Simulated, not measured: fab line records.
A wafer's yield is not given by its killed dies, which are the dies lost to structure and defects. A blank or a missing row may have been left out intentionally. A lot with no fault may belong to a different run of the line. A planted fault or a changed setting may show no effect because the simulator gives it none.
fab line records	flow nandHarc
[record] lots = 24	wafers = 72	lastDay = 33
route steps=1302 shown A_ONON_D2@548 A_CHANNEL_HOLE_D2@589 A_CHANNEL_FILL_D2@616 A_STAIRCASE@651
lots untouched by any fault: they come from a run of this same line in which no faults occurred
startH: start of the lot's first displayed wafer, in hours after the record's first day	waitH: time in hours since the lot's previous step	" the same as in the row above	L1.1+2: a single row standing in for several wafers	- no value, or no start was given	* or withheld: withheld	< > ~ a bound
route shown NAME@n: names a module that has steps shown in the file, with the first one's number in the route	usual: mean/standard deviation of fault-free wafers	same: alike in all rows	chamber/n: place in a boat	sites: each site's reading	_std_site: their standard deviation	_edge_site: the outer-site mean with the inner-site mean subtracted	radiusMm: how far each site lies from the wafer's centre	mask NAME#n: copy n	behind: the tool/chamber that last shaped the wafer	hold: reason for holding the lot/hours on hold/outcome of the hold	device: names the non-switching transistor (n, p or np)	end of line: the same wafers' tests at the end of the route	where a step has no rows: the recipe by itself	killed: count of dies lost to structure and defects at first sort (not the wafer's yield)	map: the dies of a wafer, with x for killed, . for not killed, _ for no die there
set.NAME: the setting the step ran with; set.NAME@STEP: the setting that earlier step ran with	model.NAME: the simulator's own value behind a step, which no gauge read
one table for each step of the route and one row for each wafer, over a sample of lots
services: a tool's chamber out of use, with start hour (startH, from the record's first day; less than 0 if before it), hours out, and reason
[[steps]]
[step NHARC_A_ONON_D2_THK_MEAS_05]
[recipe] thkMeasGauge = ellipsometry
[usual] thkNm = 998/11
lot.wafer	tool	chamber	startH	waitH	thkNm
L075.1	filmMetro-01	-	271.11	-	1007
L075.2	"	-	"	"	1008
L075.3	"	-	"	"	1005
L074.1	filmMetro-01	-	271.25	-	980
L074.3	"	-	"	"	979
L074.4	"	-	"	"	978
L076.2	filmMetro-01	-	299.50	-	988
L076.5	"	-	"	"	989
L076.6	"	-	"	"	989
L077.2	filmMetro-02	-	306.95	-	993
L077.3	"	-	"	"	994
L077.5	"	-	"	"	994
L079.2	filmMetro-02	-	320.93	-	991
L079.3	"	-	"	"	988
L079.5	"	-	"	"	988
L078.3	filmMetro-01	-	321.11	-	991
L078.4	"	-	"	"	989
L078.6	"	-	"	"	989
L080.1	filmMetro-02	-	338.66	-	1012
L080.3	"	-	"	"	1012
L080.6	"	-	"	"	1011
L081.1	filmMetro-01	-	338.70	-	995
L081.2	"	-	"	"	995
L081.5	"	-	"	"	996
L082.1	filmMetro-02	-	352.49	-	1004
L082.2	"	-	"	"	1005
L082.6	"	-	"	"	1005
L083.1	filmMetro-01	-	352.53	-	1012
L083.3	"	-	"	"	1012
L083.5	"	-	"	"	1011
L084.4	filmMetro-01	-	382.95	-	1017
L084.5	"	-	"	"	1016
L084.6	"	-	"	"	1017
L085.1	filmMetro-02	-	391.25	-	1001
L085.4	"	-	"	"	1001
L085.6	"	-	"	"	1002
L086.1	filmMetro-01	-	398.43	-	999
L086.3	"	-	"	"	998
L086.6	"	-	"	"	998
L087.2	filmMetro-01	-	410.06	-	980
L087.4	"	-	"	"	980
L087.5	"	-	"	"	980
L089.1	filmMetro-01	-	417.72	-	1003
L089.3	"	-	"	"	1001
L089.5	"	-	"	"	1002
L088.3	filmMetro-02	-	417.74	-	987
L088.4	"	-	"	"	986
L088.5	"	-	"	"	989
L090.1	filmMetro-01	-	429.07	-	1010
L090.4	"	-	"	"	1011
L090.5	"	-	"	"	1009
L092.1	filmMetro-02	-	447.06	-	1000
L092.4	"	-	"	"	1000
L092.5	"	-	"	"	1001
L091.2	filmMetro-01	-	447.06	-	999
L091.4	"	-	"	"	1000
L091.5	"	-	"	"	997
L093.1	filmMetro-01	-	471.28	-	1017
L093.4	"	-	"	"	1016
L093.5	"	-	"	"	1015
L094.1	filmMetro-02	-	474.88	-	974
L094.2	"	-	"	"	975
L094.4	"	-	"	"	975
L095.2	filmMetro-02	-	474.89	-	999
L095.3	"	-	"	"	999
L095.6	"	-	"	"	999
L097.3	filmMetro-01	-	494.94	-	991
L097.4	"	-	"	"	991
L097.6	"	-	"	"	990
L096.1	filmMetro-02	-	494.95	-	1007
L096.5	"	-	"	"	1007
L096.6	"	-	"	"	1008
[step NHARC_A_CHANNEL_HOLE_D2_ETCH_16]
[recipe] targetDepthA = 31000	overEtchFrac = 0.3	timeS = 806	ionEnergyEv = 150	o2FlowSccm = 400	cosFlowSccm = 20	arFlowSccm = 0	rfW = 500	biasW = 300	chemistry = O2/COS
[usual] drypumpMotorCurrentA = 5.7/0.61	oesProductAu = 1.001/0.013	rfVppV = 314.4/2.2	showerheadPlenumPTorr = 3.13/0.14	throttleValvePct = 28.331/0.0083
lot.wafer	tool	chamber	startH	waitH	drypumpMotorCurrentA	oesProductAu	rfHoursCounterH	rfVppV	showerheadPlenumPTorr	throttleValvePct
L075.3	rieDiel-11	2	-	-	6.7	0.995	1.6	315.7	3.28	28.336
L075.2	"	3	"	"	5.0	0.985	1.5	310.5	2.95	28.339
L075.1	"	1	"	"	5.7	1.015	2.1	313.6	3.06	28.329
L074.4	rieDiel-04	1	-	-	5.8	1.012	5.2	314.6	3.13	28.339
L074.1	"	2	"	"	6.2	0.997	5.6	312.1	3.00	28.331
L074.3	"	3	"	"	4.8	0.984	5.9	317.4	3.34	28.327
L076.2	rieDiel-11	0	-	-	5.1	0.995	2.8	312.1	3.03	28.330
L076.6	"	3	"	"	5.1	0.973	-	311.3	2.95	28.329
L076.5	"	0	"	"	5.1	1.001	-	314.1	3.03	28.328
L077.3	rieDiel-11	2	-	-	6.7	0.981	3.3	317.8	3.28	28.322
L077.2	"	1	"	"	5.7	0.998	3.4	314.1	3.06	28.344
L077.5	"	2	"	"	6.7	0.991	-	316.8	3.28	28.324
L079.2	rieDiel-11	0	-	-	5.1	1.003	4.0	312.2	3.03	28.323
L079.3	"	2	"	"	6.7	0.984	3.9	316.3	3.28	28.323
L079.5	"	0	"	"	5.1	0.996	-	314.4	3.03	28.336
L078.4	rieDiel-04	2	-	-	6.3	1.011	8.8	312.9	2.99	28.334
L078.3	"	3	"	"	4.8	0.993	8.6	316.1	3.34	28.322
L078.6	"	3	"	"	4.8	0.990	-	317.6	3.34	28.316
L080.3	rieDiel-10	2	-	-	5.6	0.982	4.8	314.1	3.12	28.341
L080.1	"	3	"	"	5.6	1.004	4.5	316.0	3.35	28.344
L080.6	"	3	"	"	5.6	1.005	-	316.6	3.35	28.330
L081.2	rieDiel-11	1	-	-	5.7	1.012	4.8	312.0	3.06	28.330
L081.1	"	0	"	"	5.1	1.015	5.1	312.7	3.03	28.327
L081.5	"	2	"	"	6.7	0.988	-	317.6	3.28	28.330
L082.2	rieDiel-10	3	-	-	5.6	1.001	5.9	316.7	3.35	28.344
L082.1	"	0	"	"	5.8	0.996	4.2	315.8	3.25	28.331
L082.6	"	1	"	"	5.4	1.008	-	314.7	3.12	28.322
L083.1	rieDiel-04	2	-	-	6.3	1.017	0.5	312.7	2.99	28.328
L083.3	"	0	"	"	6.8	0.994	0.4	310.6	2.97	28.344
L083.5	"	3	"	"	4.8	1.023	-	318.1	3.33	28.331
L084.4	rieDiel-10	0	-	-	5.8	0.989	5.6	315.4	3.25	28.340
L084.6	"	3	"	"	5.6	0.996	-	317.8	3.35	28.332
L084.5	"	0	"	"	5.8	0.987	-	314.1	3.25	28.341
L085.1	rieDiel-11	0	-	-	5.1	1.005	7.3	311.9	3.03	28.330
L085.4	"	1	"	"	5.7	1.002	7.1	313.5	3.06	28.338
L085.6	"	3	"	"	5.1	0.968	-	312.5	2.95	28.338
L086.3	rieDiel-10	0	-	-	5.9	0.988	6.6	314.9	3.25	28.351
L086.1	"	2	"	"	5.6	0.986	9.9	313.6	3.12	28.341
L086.6	"	0	"	"	5.8	0.985	-	317.3	3.25	28.315
L087.4	rieDiel-04	2	-	-	6.2	1.015	2.9	312.5	2.99	28.331
L087.2	"	3	"	"	4.8	1.007	2.8	315.3	3.33	28.316
L087.5	"	1	"	"	5.7	1.012	-	314.2	3.13	28.321
L088.4	rieDiel-04	1	-	-	5.8	1.007	3.1	314.2	3.13	28.332
L088.3	"	0	"	"	6.8	1.015	3.0	312.7	2.97	28.338
L088.5	"	1	"	"	5.7	1.006	-	315.0	3.13	28.332
L089.1	rieDiel-10	2	-	-	5.6	0.991	0.6	316.0	3.12	28.339
L089.3	"	3	"	"	5.6	1.003	0.6	315.8	3.35	28.335
L089.5	"	2	"	"	5.6	0.994	-	314.0	3.12	28.345
L090.4	rieDiel-11	2	-	-	6.7	0.990	0.7	316.0	3.28	28.328
L090.1	"	3	"	"	5.1	1.004	0.8	312.1	2.95	28.320
L090.5	"	2	"	"	6.7	1.004	-	316.0	3.28	28.325
L091.2	rieDiel-10	0	-	-	5.8	0.994	1.8	317.1	3.25	28.338
L091.4	"	2	"	"	5.6	0.993	2.6	315.4	3.12	28.322
L091.5	"	0	"	"	5.8	0.990	-	315.6	3.25	28.344
L092.1	rieDiel-04	0	-	-	6.8	1.021	5.1	311.1	2.97	28.343
L092.4	"	3	"	"	4.8	1.015	5.1	315.5	3.33	28.317
L092.5	"	0	"	"	6.8	1.016	-	311.8	2.97	28.330
L093.4	rieDiel-04	2	-	-	6.3	1.006	6.9	310.9	2.99	28.330
L093.1	"	1	"	"	5.7	1.013	7.2	315.4	3.12	28.328
L093.5	"	3	"	"	4.8	1.008	-	317.0	3.33	28.312
L094.1	rieDiel-11	0	-	-	5.1	1.016	3.0	313.0	3.03	28.323
L094.4	"	1	"	"	5.7	1.010	3.2	312.9	3.06	28.325
L094.2	"	2	"	"	6.7	1.002	3.0	316.2	3.28	28.338
L095.2	rieDiel-10	2	-	-	5.6	0.997	5.8	314.0	3.12	28.338
L095.3	"	3	"	"	5.5	0.999	4.4	319.6	3.35	28.330
L095.6	"	1	"	"	5.4	1.005	-	314.3	3.12	28.339
L097.3	rieDiel-10	0	-	-	5.8	1.001	5.7	317.0	3.25	28.332
L097.4	"	1	"	"	5.4	1.004	5.2	313.8	3.12	28.329
L097.6	"	3	"	"	5.6	1.000	-	318.3	3.34	28.334
L096.1	rieDiel-04	2	-	-	6.3	1.000	8.0	312.2	2.99	28.340
L096.5	"	3	"	"	4.8	1.007	-	317.4	3.33	28.321
L096.6	"	0	"	"	6.8	0.994	-	310.3	2.96	28.324
[step NHARC_A_CHANNEL_HOLE_D2_STRIP_28]
[recipe] o2FlowSccm = 500	arFlowSccm = 0	biasW = 0	chemistry = O2
[usual] drypumpMotorCurrentA = 5.7/0.61	oesProductAu = 1.001/0.012	rfVppV = 57.9/0.88	showerheadPlenumPTorr = 3.55/0.15	throttleValvePct = 17.036/0.0085
lot.wafer	tool	chamber	startH	waitH	drypumpMotorCurrentA	oesProductAu	rfHoursCounterH	rfVppV	showerheadPlenumPTorr	throttleValvePct
L075.1	rieDiel-11	2	-	-	6.7	0.992	2.1	58.7	3.71	17.042
L075.3	"	3	"	"	5.1	0.985	2.0	57.3	3.34	17.043
L075.2	"	0	"	"	5.1	1.001	2.2	56.9	3.43	17.032
L074.4	rieDiel-04	2	-	-	6.3	1.003	6.8	57.9	3.39	17.036
L074.3	"	3	"	"	4.8	0.995	6.6	58.4	3.77	17.041
L074.1	"	1	"	"	5.7	1.014	6.6	58.7	3.54	17.022
L076.2	rieDiel-04	2	-	-	6.3	1.004	8.2	57.5	3.39	17.037
L076.5	"	2	"	"	6.3	1.001	-	58.9	3.39	17.043
L076.6	"	3	"	"	4.8	0.973	-	60.5	3.77	17.038
L077.3	rieDiel-10	1	-	-	5.4	1.004	3.2	57.8	3.53	17.043
L077.2	"	3	"	"	5.6	1.010	3.2	58.2	3.78	17.024
L077.5	"	0	"	"	5.8	0.990	-	58.3	3.67	17.019
L079.3	rieDiel-11	0	-	-	5.1	1.016	4.4	58.4	3.43	17.052
L079.2	"	3	"	"	5.1	0.984	4.5	58.1	3.34	17.028
L079.5	"	1	"	"	5.7	1.011	-	57.7	3.46	17.032
L078.4	rieDiel-10	3	-	-	5.6	1.000	3.5	58.1	3.78	17.048
L078.3	"	0	"	"	5.8	0.992	2.0	59.1	3.67	17.047
L078.6	"	3	"	"	5.6	1.006	-	57.4	3.78	17.042
L080.3	rieDiel-11	3	-	-	5.1	0.978	5.5	55.8	3.33	17.045
L080.1	"	2	"	"	6.7	0.987	5.4	58.5	3.71	17.029
L080.6	"	0	"	"	5.1	1.006	-	58.8	3.43	17.052
L081.1	rieDiel-10	2	-	-	5.6	0.996	6.2	57.1	3.53	17.047
L081.2	"	0	"	"	5.8	0.994	3.7	58.3	3.67	17.062
L081.5	"	3	"	"	5.6	1.006	-	58.6	3.78	17.033
L082.2	rieDiel-11	1	-	-	5.7	1.012	5.6	56.8	3.46	17.037
L082.1	"	2	"	"	6.7	0.989	5.8	57.8	3.71	17.033
L082.6	"	1	"	"	5.7	1.024	-	57.5	3.46	17.043
L083.1	rieDiel-04	1	-	-	5.8	1.016	0.7	59.0	3.54	17.013
L083.3	"	0	"	"	6.8	1.001	0.6	56.5	3.36	17.028
L083.5	"	1	"	"	5.8	1.007	-	58.4	3.53	17.029
L084.4	rieDiel-11	0	-	-	5.1	1.016	6.9	56.9	3.43	17.022
L084.5	"	2	"	"	6.7	1.002	-	58.4	3.71	17.020
L084.6	"	3	"	"	5.1	0.976	-	56.0	3.33	17.035
L085.4	rieDiel-10	2	-	-	5.6	0.989	9.6	57.2	3.53	17.028
L085.1	"	1	"	"	5.4	1.016	9.5	57.1	3.52	17.027
L085.6	"	3	"	"	5.6	0.993	-	59.3	3.78	17.025
L086.3	rieDiel-11	2	-	-	6.7	0.992	8.6	58.3	3.71	17.028
L086.1	"	3	"	"	5.0	0.972	8.6	57.2	3.33	17.032
L086.6	"	1	"	"	5.6	1.006	-	58.2	3.46	17.040
L087.4	rieDiel-10	3	-	-	5.5	0.994	0.1	58.1	3.78	17.032
L087.2	"	2	"	"	5.6	0.991	0.2	58.8	3.53	17.043
L087.5	"	3	"	"	5.6	0.990	-	57.9	3.78	17.044
L088.4	rieDiel-04	3	-	-	4.8	1.009	3.5	59.4	3.76	17.035
L088.3	"	1	"	"	5.8	1.008	3.5	57.7	3.53	17.037
L088.5	"	0	"	"	6.8	1.002	-	57.5	3.36	17.023
L089.1	rieDiel-11	1	-	-	5.7	1.007	0.0	58.0	3.46	17.035
L089.3	"	3	"	"	5.0	1.002	0.1	58.3	3.33	17.041
L089.5	"	1	"	"	5.7	1.011	-	58.2	3.46	17.049
L090.4	rieDiel-11	0	-	-	5.1	1.011	1.1	56.3	3.43	17.031
L090.1	"	1	"	"	5.7	1.007	1.2	58.2	3.45	17.030
L090.5	"	3	"	"	5.1	1.001	-	56.0	3.33	17.047
L091.2	rieDiel-04	0	-	-	6.9	0.996	5.6	57.0	3.35	17.039
L091.4	"	1	"	"	5.7	1.016	6.3	57.4	3.53	17.036
L091.5	"	0	"	"	6.9	1.009	-	58.3	3.35	17.047
L092.1	rieDiel-10	2	-	-	5.6	0.995	2.9	58.0	3.53	17.028
L092.5	"	2	"	"	5.6	0.993	-	58.4	3.53	17.029
L092.4	"	3	"	"	5.6	1.008	-	58.1	3.78	17.038
L093.1	rieDiel-10	0	-	-	5.9	0.991	5.1	59.1	3.67	17.031
L093.4	"	1	"	"	5.4	1.004	4.6	59.0	3.52	17.037
L093.5	"	0	"	"	5.8	0.993	-	57.4	3.67	17.030
L094.1	rieDiel-04	3	-	-	4.8	1.017	7.0	57.9	3.76	17.049
L094.2	"	0	"	"	6.8	0.998	6.9	57.3	3.35	17.049
L094.4	"	1	"	"	5.8	1.005	7.7	56.7	3.53	17.032
L095.3	rieDiel-11	1	-	-	5.7	1.033	3.9	57.6	3.45	17.038
L095.2	"	3	"	"	5.1	1.009	3.3	57.5	3.33	17.034
L095.6	"	2	"	"	6.7	1.002	-	57.4	3.70	17.036
L097.4	rieDiel-11	2	-	-	6.7	1.003	4.0	58.2	3.70	17.034
L097.3	"	3	"	"	5.1	1.000	3.7	58.2	3.33	17.027
L097.6	"	2	"	"	6.7	1.004	-	58.8	3.70	17.038
L096.1	rieDiel-10	2	-	-	5.6	1.001	6.8	57.4	3.52	17.032
L096.6	"	2	"	"	5.6	0.997	-	57.1	3.52	17.036
L096.5	"	3	"	"	5.6	1.004	-	58.3	3.78	17.032
[step NHARC_A_CHANNEL_FILL_D2_ALD_16]
[recipe] targetThkA = 15	pulseTimeS = 10	aldCycles = 15	tempC = 300	material = SiO2
[usual] heaterPowerW = 471/37	precursorPulseHeightRel = 1.005/0.021
lot.wafer	tool	chamber	startH	waitH	heaterPowerW	precursorPulseHeightRel
L075.3	aldHk-02	1	307.86	0.0	519	1.016
L075.1	"	2	"	"	508	0.996
L075.2	"	0	"	"	504	1.025
L074.4	aldHk-04	1	311.34	0.0	461	0.998
L074.1	"	2	"	"	448	0.998
L074.3	"	3	"	"	423	0.987
L076.2	aldHk-01	2	337.43	0.1	509	1.027
L076.6	"	1	"	"	428	0.973
L076.5	"	2	"	"	517	0.986
L077.3	aldHk-01	3	345.87	0.1	473	1.028
L077.2	"	1	"	"	419	1.039
L077.5	"	2	"	"	508	0.983
L079.3	aldHk-01	2	355.02	0.0	491	1.033
L079.2	"	1	"	"	427	1.015
L079.5	"	2	"	"	517	0.996
L078.4	aldHk-01	2	355.21	0.2	516	1.032
L078.3	"	3	"	"	482	0.999
L078.6	"	2	"	"	512	1.023
L080.1	aldHk-01	3	372.91	0.0	488	0.979
L080.3	"	2	"	"	496	0.967
L080.6	"	3	"	"	473	0.989
L081.1	aldHk-04	3	375.93	0.1	449	0.991
L081.2	"	1	"	"	445	0.975
L081.5	"	3	"	"	439	1.035
L082.2	aldHk-02	3	387.19	0.1	483	0.988
L082.1	"	1	"	"	517	1.026
L082.6	"	2	"	"	499	0.987
L083.1	aldHk-01	1	387.20	0.1	431	1.028
L083.3	"	2	"	"	519	1.025
L083.5	"	0	"	"	432	1.014
L084.4	aldHk-04	1	419.28	0.1	450	1.026
L084.6	"	3	"	"	433	0.989
L084.5	"	0	"	"	505	1.001
L085.1	aldHk-04	0	428.81	0.0	499	1.000
L085.4	"	3	"	"	443	1.010
L085.6	"	0	"	"	512	1.007
L086.1	aldHk-01	0	437.11	0.1	439	0.989
L086.3	"	1	"	"	427	0.986
L086.6	"	3	"	"	486	1.007
L087.4	aldHk-02	1	447.39	0.0	529	1.002
L087.2	"	0	"	"	485	0.992
L087.5	"	2	"	"	493	1.010
L089.3	aldHk-02	1	453.78	0.0	521	1.007
L089.1	"	0	"	"	499	0.992
L089.5	"	2	"	"	499	0.979
L088.3	aldHk-01	3	453.79	0.0	482	1.018
L088.4	"	2	"	"	503	1.010
L088.5	"	3	"	"	466	0.995
L090.4	aldHk-01	1	469.15	0.0	419	0.974
L090.1	"	0	"	"	425	0.999
L090.5	"	1	"	"	431	0.999
L091.4	aldHk-02	3	481.76	0.1	491	1.002
L091.2	"	0	"	"	483	1.031
L091.5	"	2	"	"	496	1.010
L092.1	aldHk-02	2	481.95	0.3	494	1.010
L092.4	"	3	"	"	503	1.023
L092.5	"	0	"	"	482	1.001
L093.4	aldHk-01	2	511.73	0.0	466	1.020
L093.1	"	1	"	"	419	1.004
L093.5	"	3	"	"	470	1.014
L095.2	aldHk-02	3	516.05	0.0	492	1.055
L095.3	"	1	"	"	530	1.019
L095.6	"	3	"	"	498	1.004
L094.4	aldHk-01	0	516.08	0.1	415	0.996
L094.1	"	1	"	"	414	0.974
L094.2	"	2	"	"	477	1.009
L097.3	aldHk-04	1	530.67	0.0	410	0.979
L097.4	"	2	"	"	450	0.993
L097.6	"	2	"	"	449	1.022
L096.1	aldHk-01	1	530.70	0.1	408	1.015
L096.5	"	0	"	"	383	0.993
L096.6	"	1	"	"	419	1.019
[step NHARC_A_CHANNEL_FILL_D2_INSPECT_13]
[usual] rawDefectCount = 389/130
lot.wafer	tool	chamber	startH	waitH	rawDefectCount
L075.1	defectInspect-02	-	343.78	0.2	417
L075.2	"	-	"	"	334
L075.3	"	-	"	"	335
L074.1	defectInspect-02	-	349.85	0.2	214
L074.3	"	-	"	"	223
L074.4	"	-	"	"	192
L076.2	defectInspect-02	-	375.33	0.2	443
L076.5	"	-	"	"	533
L076.6	"	-	"	"	697
L077.2	defectInspect-02	-	382.80	0.1	440
L077.3	"	-	"	"	390
L077.5	"	-	"	"	455
L079.2	defectInspect-02	-	391.04	0.1	333
L079.3	"	-	"	"	403
L079.5	"	-	"	"	414
L078.3	defectInspect-01	-	391.05	0.1	277
L078.4	"	-	"	"	389
L078.6	"	-	"	"	314
L081.1	defectInspect-02	-	413.69	0.2	433
L081.2	"	-	"	"	512
L081.5	"	-	"	"	472
L080.1	defectInspect-01	-	413.69	0.2	369
L080.3	"	-	"	"	413
L080.6	"	-	"	"	361
L082.1	defectInspect-01	-	423.77	0.2	250
L082.2	"	-	"	"	291
L082.6	"	-	"	"	333
L083.1	defectInspect-01	-	423.89	0.2	296
L083.3	"	-	"	"	418
L083.5	"	-	"	"	333
L084.4	defectInspect-02	-	455.92	0.1	179
L084.5	"	-	"	"	267
L084.6	"	-	"	"	197
L085.1	defectInspect-02	-	469.45	0.2	324
L085.4	"	-	"	"	319
L085.6	"	-	"	"	402
L086.1	defectInspect-02	-	476.10	0.2	516
L086.3	"	-	"	"	372
L086.6	"	-	"	"	307
L087.2	defectInspect-01	-	482.67	0.1	401
L087.4	"	-	"	"	1031
L087.5	"	-	"	"	595
L089.1	defectInspect-01	-	489.71	0.2	431
L089.3	"	-	"	"	480
L089.5	"	-	"	"	565
L088.3	defectInspect-02	-	492.91	0.1	479
L088.4	"	-	"	"	352
L088.5	"	-	"	"	428
L090.1	defectInspect-02	-	505.27	0.2	271
L090.4	"	-	"	"	375
L090.5	"	-	"	"	302
L092.1	defectInspect-02	-	519.25	0.2	305
L092.4	"	-	"	"	349
L092.5	"	-	"	"	309
L091.2	defectInspect-01	-	519.25	0.1	364
L091.4	"	-	"	"	435
L091.5	"	-	"	"	518
L093.1	defectInspect-01	-	548.34	0.2	433
L093.4	"	-	"	"	346
L093.5	"	-	"	"	418
L095.2	defectInspect-01	-	554.93	0.1	283
L095.3	"	-	"	"	333
L095.6	"	-	"	"	318
L094.1	defectInspect-02	-	559.98	0.2	590
L094.2	"	-	"	"	619
L094.4	"	-	"	"	304
L096.1	defectInspect-01	-	567.39	0.2	492
L096.5	"	-	"	"	284
L096.6	"	-	"	"	488
L097.3	defectInspect-02	-	567.56	0.1	459
L097.4	"	-	"	"	369
L097.6	"	-	"	"	514
[step NHARC_A_STAIRCASE_ETCH_169]
[recipe] targetDepthA = 500	timeS = 107.1	ionEnergyEv = 120	ch3fFlowSccm = 50	o2FlowSccm = 30	arFlowSccm = 200	rfW = 500	biasW = 100	chemistry = CH3F/O2
[usual] drypumpMotorCurrentA = 5.7/0.51	oesProductAu = 0.959/0.016	rfVppV = 244.9/1.9	showerheadPlenumPTorr = 2.50/0.13	throttleValvePct = 20.664/0.0088
lot.wafer	tool	chamber	startH	waitH	drypumpMotorCurrentA	oesProductAu	rfHoursCounterH	rfVppV	showerheadPlenumPTorr	throttleValvePct
L075.3	rieDiel-05	0	345.01	0.1	4.7	0.968	39	243.7	2.52	20.667
L075.2	"	1	"	"	5.5	0.981	36	242.2	2.35	20.649
L075.1	"	2	"	"	6.2	0.968	37	245.7	2.64	20.652
L074.1	rieDiel-07	2	351.17	0.3	5.7	0.917	15	242.0	2.31	20.671
L074.3	"	2	"	"	5.7	0.931	-	242.5	2.31	20.664
L074.4	"	0	"	"	5.9	0.923	-	246.8	2.56	20.670
L076.2	rieDiel-05	3	376.51	0.1	5.3	0.964	48	245.3	2.50	20.659
L076.5	"	1	"	"	5.5	0.950	-	241.4	2.34	20.681
L076.6	"	3	"	"	5.3	0.962	-	245.8	2.50	20.670
L077.3	rieDiel-03	3	383.93	0.1	6.6	0.966	32	247.9	2.65	20.663
L077.2	"	2	"	"	6.0	0.989	9	247.8	2.64	20.663
L077.5	"	3	"	"	6.6	0.971	-	245.8	2.65	20.670
L079.3	rieDiel-03	1	392.05	0.1	6.1	0.956	35	241.7	2.29	20.661
L079.2	"	3	"	"	6.6	0.969	34	247.8	2.65	20.656
L079.5	"	0	"	"	5.7	0.962	-	242.4	2.30	20.658
L078.4	rieDiel-07	1	392.22	0.1	5.8	0.992	33	246.6	2.65	20.662
L078.3	"	2	"	"	5.7	0.978	34	242.5	2.30	20.668
L078.6	"	0	"	"	5.9	0.966	-	246.0	2.55	20.661
L081.1	rieDiel-07	2	414.82	0.1	5.7	0.953	44	241.4	2.30	20.659
L081.2	"	3	"	"	6.1	0.955	33	245.6	2.53	20.664
L081.5	"	3	"	"	6.1	0.947	-	246.7	2.53	20.673
L080.3	rieDiel-03	1	415.03	0.1	6.1	0.931	42	241.9	2.28	20.684
L080.1	"	2	"	"	6.1	0.947	18	247.5	2.63	20.656
L080.6	"	0	"	"	5.7	0.942	-	241.8	2.30	20.664
L082.2	rieDiel-05	3	425.02	0.1	5.3	0.963	3	244.6	2.49	20.661
L082.1	"	1	"	"	5.5	0.970	3	242.4	2.34	20.651
L082.6	"	3	"	"	5.3	0.966	-	244.6	2.49	20.669
L083.3	rieDiel-05	1	425.17	0.1	5.5	0.933	3	242.8	2.34	20.669
L083.1	"	2	"	"	6.2	0.944	3	248.4	2.64	20.671
L083.5	"	1	"	"	5.5	0.925	-	243.2	2.34	20.663
L084.5	rieDiel-05	0	457.10	0.1	4.7	0.962	-	245.7	2.51	20.661
L084.6	"	2	"	"	6.2	0.959	-	247.4	2.63	20.670
L084.4	"	3	"	"	5.3	0.968	-	244.2	2.49	20.650
L085.1	rieDiel-07	0	470.79	0.1	5.9	0.961	60	244.9	2.54	20.663
L085.4	"	2	"	"	5.7	0.973	63	242.4	2.29	20.675
L085.6	"	1	"	"	5.8	0.987	-	246.6	2.63	20.651
L086.3	rieDiel-05	1	477.12	0.1	5.5	0.963	16	243.1	2.34	20.673
L086.1	"	2	"	"	6.2	0.983	19	245.6	2.63	20.665
L086.6	"	0	"	"	4.7	0.961	-	244.3	2.51	20.656
L087.4	rieDiel-03	0	483.80	0.1	5.7	0.987	9	242.1	2.29	20.672
L087.2	"	3	"	"	6.6	0.962	9	247.4	2.64	20.664
L087.5	"	1	"	"	6.1	0.978	-	247.0	2.66	20.665
L089.1	rieDiel-07	1	490.85	0.1	5.8	0.982	2	246.0	2.63	20.653
L089.3	"	2	"	"	5.7	0.974	2	242.7	2.29	20.676
L089.5	"	0	"	"	6.0	0.967	-	246.4	2.54	20.656
L088.3	rieDiel-05	1	493.91	0.1	5.5	0.959	19	242.0	2.33	20.657
L088.4	"	2	"	"	6.2	0.953	24	245.5	2.63	20.669
L088.5	"	2	"	"	6.2	0.949	-	245.3	2.63	20.657
L090.4	rieDiel-03	0	506.69	0.1	5.6	0.937	15	242.5	2.29	20.667
L090.1	"	2	"	"	6.0	0.949	16	245.9	2.62	20.666
L090.5	"	0	"	"	5.7	0.939	-	241.5	2.29	20.654
L092.4	rieDiel-03	2	520.38	0.1	6.1	0.980	19	245.8	2.62	20.671
L092.1	"	0	"	"	5.7	0.966	18	241.7	2.29	20.665
L092.5	"	3	"	"	6.6	0.987	-	246.4	2.63	20.668
L091.2	rieDiel-05	0	521.11	0.6	4.7	0.957	37	245.4	2.50	20.653
L091.4	"	2	"	"	6.2	0.933	38	245.5	2.62	20.653
L091.5	"	0	"	"	4.7	0.963	-	245.7	2.50	20.662
L093.1	rieDiel-07	1	549.48	0.1	5.8	0.975	26	245.7	2.62	20.663
L093.4	"	2	"	"	5.7	0.965	25	243.0	2.28	20.655
L093.5	"	1	"	"	5.8	0.978	-	246.7	2.62	20.662
L095.2	rieDiel-05	2	556.07	0.1	6.2	0.951	45	246.6	2.62	20.652
L095.3	"	0	"	"	4.7	1.008	46	244.0	2.50	20.662
L095.6	"	2	"	"	6.2	0.952	-	246.6	2.62	20.653
L094.2	rieDiel-07	0	561.12	0.1	5.9	0.944	27	245.7	2.53	20.658
L094.1	"	1	"	"	5.8	0.965	30	247.1	2.62	20.656
L094.4	"	0	"	"	5.9	0.942	-	246.9	2.53	20.687
L096.1	rieDiel-05	3	568.55	0.1	5.3	0.952	49	244.2	2.47	20.670
L096.5	"	0	"	"	4.7	0.953	-	244.7	2.49	20.668
L096.6	"	1	"	"	5.5	0.947	-	242.4	2.32	20.658
L097.4	rieDiel-03	2	568.71	0.1	6.1	0.953	30	245.8	2.61	20.658
L097.3	"	3	"	"	6.6	0.960	33	246.8	2.62	20.653
L097.6	"	2	"	"	6.1	0.953	-	246.2	2.61	20.676
[[services]]
tool	chamber	startH	hours	kind
rieDiel-10	-	269.23	0.3	repair
rieDiel-05	0	276.49	2.7	repair
rieDiel-04	2	278.73	2.1	repair
rieDiel-10	1	292.72	13.1	repair
aldHk-01	-	299.15	10.0	pm
rieDiel-04	0	300.01	7.7	repair
rieDiel-05	-	333.91	2.4	repair
rieDiel-05	3	339.88	1.6	repair
rieDiel-05	0	352.29	2.8	repair
rieDiel-04	-	354.90	9.0	pm
rieDiel-05	2	371.79	6.8	repair
rieDiel-10	0	377.90	13.4	repair
rieDiel-05	-	406.75	9.0	pm
rieDiel-10	-	419.52	9.0	pm
rieDiel-11	-	432.50	9.0	pm
rieDiel-05	-	466.57	7.1	repair
rieDiel-10	1	468.93	13.5	repair
rieDiel-10	3	471.51	6.7	repair
aldHk-01	-	477.15	10.0	pm
rieDiel-04	2	477.81	5.2	repair
rieDiel-11	3	482.40	7.4	repair
rieDiel-04	-	526.11	0.5	repair
rieDiel-04	-	531.90	9.0	pm
rieDiel-04	2	547.95	13.9	repair
[[key]]
fault none
